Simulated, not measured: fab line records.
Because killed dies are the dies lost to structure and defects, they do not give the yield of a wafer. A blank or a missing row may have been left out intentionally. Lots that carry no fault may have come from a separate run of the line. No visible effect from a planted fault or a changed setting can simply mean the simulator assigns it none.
Struck lot and sound lot, side by side :: flow n5-finfet :: 14 steps out of a route of 1938
Sound: these wafers, L715.1, L715.2, L715.4. Struck: wafer L722.5. (L722.3 of the same lot was not struck and is left out.) The cause comes at the end.
For every step that has rows: the tool of each side, followed by ch and its chambers, followed by its first start. Under that, the readings that differ: sound wafers :: struck wafers :: difference of the means :: sigmas: that difference in standard deviations of wafers without a fault.
alike: readings with means less than 2 such deviations apart, plus words and numbers identical on both sides. not compared: withheld readings, readings lacking a value on some wafer, bounds such as >300 that could conceal the same value, and numbers that have no deviation in the record and whose values overlap.
A row with sigmas, a row that says differs or no value, or rows on one side alone: a step with any of these is where the two part. Numbers that have no deviation but don't overlap get no sigmas and don't part them. A reading that every wafer of one side lacks parts them only if that side has two wafers or more.

first, 7 steps without rows for these wafers: N5_BEOL_M11_COAT_64 (time 60 s, resist thk 30 nm); N5_BEOL_M11_COAT_22 (resist thk 90 nm); N5_BEOL_M11_EBR_24; N5_BEOL_M11_SOFTBAKE_23 (time 60 s); N5_BEOL_M11_EXPOSE_25 (exposes mask V10); N5_BEOL_M11_PEB_26 (peb time 60 s); N5_BEOL_M11_DEVELOP_27 (develop time 30 s).
N5_BEOL_M11_CD_MEAS_28 targets a cd of 70 nm.
  sound on cd-sem-03 ch 0, day 12 07:07; struck on cd-sem-03 ch 0, day 13 19:10
  alike: cd-nm
N5_BEOL_M11_OVL_MEAS_29:
  sound on overlay-02 ch 0, day 12 07:09; struck on overlay-02 ch 0, day 13 19:11
  alike: V10_OVL
N5_BEOL_M11_INSPECT_30: inspects for defects (brightfield).
  sound on defect-inspect-01 at day 12 07:10; struck on defect-inspect-01 at day 13 19:13
  alike: raw-defect-count
N5_BEOL_M11_DESCUM_33: chemistry O2, time 7.9 s.
  sound on rie-diel-05 ch 1,2,3, day 12 07:13; struck on rie-diel-01 ch 0, day 13 19:15
  alike: drypump-motor-current-A, oes-product-au, rf-vpp-V, showerhead-plenum-p-Torr, throttle-valve-pct
  not compared: rf-hours-counter-h
N5_BEOL_M11_ETCH_65: etches SiARC in CF4, target depth 39 nm, time 65 s.
  sound on rie-diel-05 ch 1,2,3, day 12 07:14; struck on rie-diel-01 ch 0, day 13 19:17
  alike: drypump-motor-current-A, etch-rf-on-time-s, oes-product-au, rf-vpp-V, showerhead-plenum-p-Torr, throttle-valve-pct
  not compared: rf-hours-counter-h
N5_BEOL_M11_ETCH_66: etches SOC in N2/H2, target depth 120 nm, overetch 24 nm, time 180 s.
  sound on rie-diel-05 ch 1,2,3, day 12 07:17; struck on rie-diel-01 ch 0, day 13 19:20
reading: model.SiARC_of_BEOL_M11_COAT_64.thk-nm (nm)
sound: 23 22.8 23
struck: 24
difference: +1
sigmas: 
  alike: drypump-motor-current-A, oes-product-au, rf-vpp-V, showerhead-plenum-p-Torr, throttle-valve-pct
  not compared: rf-hours-counter-h
then, 1 step without rows for these wafers: N5_BEOL_M11_STRIP_69 (strips in N2/H2).

## WHERE THEY PART
Nowhere in this record.

WHY: what the simulator had put in
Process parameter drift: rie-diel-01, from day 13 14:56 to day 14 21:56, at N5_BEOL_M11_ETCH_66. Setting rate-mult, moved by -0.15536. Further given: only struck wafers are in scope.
